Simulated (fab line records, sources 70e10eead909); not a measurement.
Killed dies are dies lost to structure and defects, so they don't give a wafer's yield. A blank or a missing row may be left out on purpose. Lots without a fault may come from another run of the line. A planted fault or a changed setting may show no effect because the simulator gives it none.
Which tool did it? | flow nand_harc | 12 lots, 36 wafers sampled, at 5 steps of a route of 1159

WHAT THE GAUGES READ, wafer by wafer
NHARC_A_BONDPAD_THK_MEAS_20: measures by xrf.
lot  | measured     | on            | thk_nm (nm)
L152 | day 18 02:53 | film_metro-02 | 168.0 169.6 167.4
L155 | day 18 07:52 | film_metro-01 | 170.9 171.7 169.6
L160 | day 20 16:13 | film_metro-02 | 168.1 168.4 167.9
L162 | day 20 17:43 | film_metro-01 | 170.2 171.2 168.4
L166 | day 21 07:25 | film_metro-02 | 171.1 170.7 169.1
L165 | day 21 11:55 | film_metro-02 | 168.5 168.5 170.7
L168 | day 21 18:35 | film_metro-01 | 169.6 169.5 170.3
L171 | day 22 18:32 | film_metro-01 | 169.8 170.9 171.1
L169 | day 22 23:28 | film_metro-01 | 168.1 169.4 169.9
L172 | day 23 22:29 | film_metro-01 | 170.9 170.9 171.1
L175 | day 23 11:54 | film_metro-02 | 170.3 171.4 168.2
L174 | day 24 05:14 | film_metro-02 | 170.4 172.7 170.7

NHARC_END_SORT_01.
lot  | measured     | on        | killed_at_array | killed_at_other | killed_at_periphery | killed_dies | killed_open | killed_short
L160 | day 22 07:14 | prober-02 | 92 104 104      | 0 0 0           | 6 4 4               | 98 108 108  | 3 6 3       | 3 1 4
L162 | day 21 22:43 | prober-01 | 101 104 113     | 1 0 1           | 5 3 5               | 107 107 119 | 4 4 5       | 1 0 4

WHICH TOOL RAN EACH LOT (tool, then ch and the chambers of the sampled wafers, then the start)
lot  | NHARC_A_ONON_D1_DEP_12           | NHARC_A_M1_ANNEAL_31             | NHARC_A_M1_CMP_23
L152 | pecvd_onon-03 ch 0, day 7 06:07  | rtp_anneal-01 ch 0, day 17 21:40 | cmp-02 ch 1,2, day 17 21:55
L155 | pecvd_onon-02 ch 0, day 7 23:14  | rtp_anneal-02 ch 0, day 18 02:28 | cmp-04 ch 2,3, day 18 02:46
L160 | pecvd_onon-03 ch 0, day 9 18:38  | rtp_anneal-02 ch 0, day 20 11:04 | cmp-04 ch 1,2,3, day 20 11:23
L162 | pecvd_onon-03 ch 0, day 10 03:02 | rtp_anneal-02 ch 0, day 20 12:26 | cmp-01 ch 0,2,3, day 20 12:46
L166 | pecvd_onon-02 ch 0, day 10 18:44 | rtp_anneal-02 ch 0, day 21 01:49 | cmp-01 ch 1,2,3, day 21 02:11
L165 | pecvd_onon-01 ch 0, day 10 18:45 | rtp_anneal-01 ch 0, day 21 06:25 | cmp-01 ch 0,2,3, day 21 06:46
L168 | pecvd_onon-02 ch 0, day 11 16:08 | rtp_anneal-02 ch 0, day 21 12:24 | cmp-04 ch 0,2, day 21 12:44
L171 | pecvd_onon-02 ch 0, day 11 23:08 | rtp_anneal-02 ch 0, day 22 12:56 | cmp-02 ch 0,1,3, day 22 13:17
L169 | pecvd_onon-01 ch 0, day 11 23:10 | rtp_anneal-02 ch 0, day 22 18:10 | cmp-01 ch 1,2,3, day 22 18:31
L172 | pecvd_onon-01 ch 0, day 12 13:18 | rtp_anneal-02 ch 0, day 23 16:46 | cmp-02 ch 0,1,2, day 23 17:05
L175 | pecvd_onon-03 ch 0, day 12 23:10 | rtp_anneal-01 ch 0, day 23 06:36 | cmp-01 ch 1,2,3, day 23 06:58
L174 | pecvd_onon-02 ch 0, day 12 23:11 | rtp_anneal-01 ch 0, day 23 23:53 | cmp-01 ch 1,2, day 24 00:16
- NHARC_A_ONON_D1_DEP_12: target thk 1000 nm.
- NHARC_A_M1_ANNEAL_31: time 90 s.
- NHARC_A_M1_CMP_23: polishes, t overpolish 20 s, target thk 154.34 nm.

WHAT THE TOOLS THEMSELVES READ (means of the sampled wafers that have a number; where no wafer has one, the mark that the record gives instead)
NHARC_A_ONON_D1_DEP_12.
lot  | tool          | n2_flow_sccm (sccm)
L152 | pecvd_onon-03 | 2753
L155 | pecvd_onon-02 | 2750
L160 | pecvd_onon-03 | 2740
L162 | pecvd_onon-03 | 2746
L166 | pecvd_onon-02 | 2758
L165 | pecvd_onon-01 | 2744
L168 | pecvd_onon-02 | 2744
L171 | pecvd_onon-02 | 2755
L169 | pecvd_onon-01 | 2748
L172 | pecvd_onon-01 | 2750
L175 | pecvd_onon-03 | 2749
L174 | pecvd_onon-02 | 2746

NHARC_A_M1_ANNEAL_31.
lot  | tool          | wafer_temp_C_max
L152 | rtp_anneal-01 | 226.6
L155 | rtp_anneal-02 | 225.9
L160 | rtp_anneal-02 | 225.6
L162 | rtp_anneal-02 | 225.9
L166 | rtp_anneal-02 | 225.6
L165 | rtp_anneal-01 | 226.1
L168 | rtp_anneal-02 | 226.0
L171 | rtp_anneal-02 | 226.0
L169 | rtp_anneal-02 | 225.7
L172 | rtp_anneal-02 | 225.9
L175 | rtp_anneal-01 | 226.4
L174 | rtp_anneal-01 | 226.3

NHARC_A_M1_CMP_23.
lot  | tool   | edge_zone_pressure_frac | motor_current_A (A) | time_to_endpoint_s (s)
L152 | cmp-02 | 1.001                   | 12.2                | 32.2
L155 | cmp-04 | 1.002                   | 12.6                | 29.7
L160 | cmp-04 | 0.996                   | 12.7                | 31.7
L162 | cmp-01 | 1.001                   | 12.3                | 25.4
L166 | cmp-01 | 0.995                   | 11.1                | 25.8
L165 | cmp-01 | 0.997                   | 12.7                | 30.0
L168 | cmp-04 | 1.004                   | 11.7                | 28.2
L171 | cmp-02 | 0.996                   | 12.6                | 27.1
L169 | cmp-01 | 1.002                   | 11.3                | 29.2
L172 | cmp-02 | 0.997                   | 12.5                | 28.7
L175 | cmp-01 | 1.000                   | 11.2                | 30.4
L174 | cmp-01 | 1.002                   | 11.4                | 30.9

THE ANSWER, worked out from the rows above alone
Rule: what is usual is taken from the lots themselves. Put in order of their means at a reading, lots are off if they are a third of the lots or fewer, leave a main group of 4 or more, and stand apart from it by a gap of 3 or more times the standard deviation of the main group's means; of several such gaps the widest counts. A main group whose means are all the same, to the digits that the tables above print for the reading, isn't used. A lot without any number at a reading at which 4 lots or more have one is off too. The other lots that the step has rows for count as sound. The gauges are gone through in route order, then the tools' own readings, and for those a lot's mean is taken as printed above. The first step at which some lot is off is used, and at that step the reading that is off furthest; a lot without a number counts as furthest.
No lot is off at any reading shown: from this, nothing can be told.

WHAT THE SIMULATOR HAD PUT IN
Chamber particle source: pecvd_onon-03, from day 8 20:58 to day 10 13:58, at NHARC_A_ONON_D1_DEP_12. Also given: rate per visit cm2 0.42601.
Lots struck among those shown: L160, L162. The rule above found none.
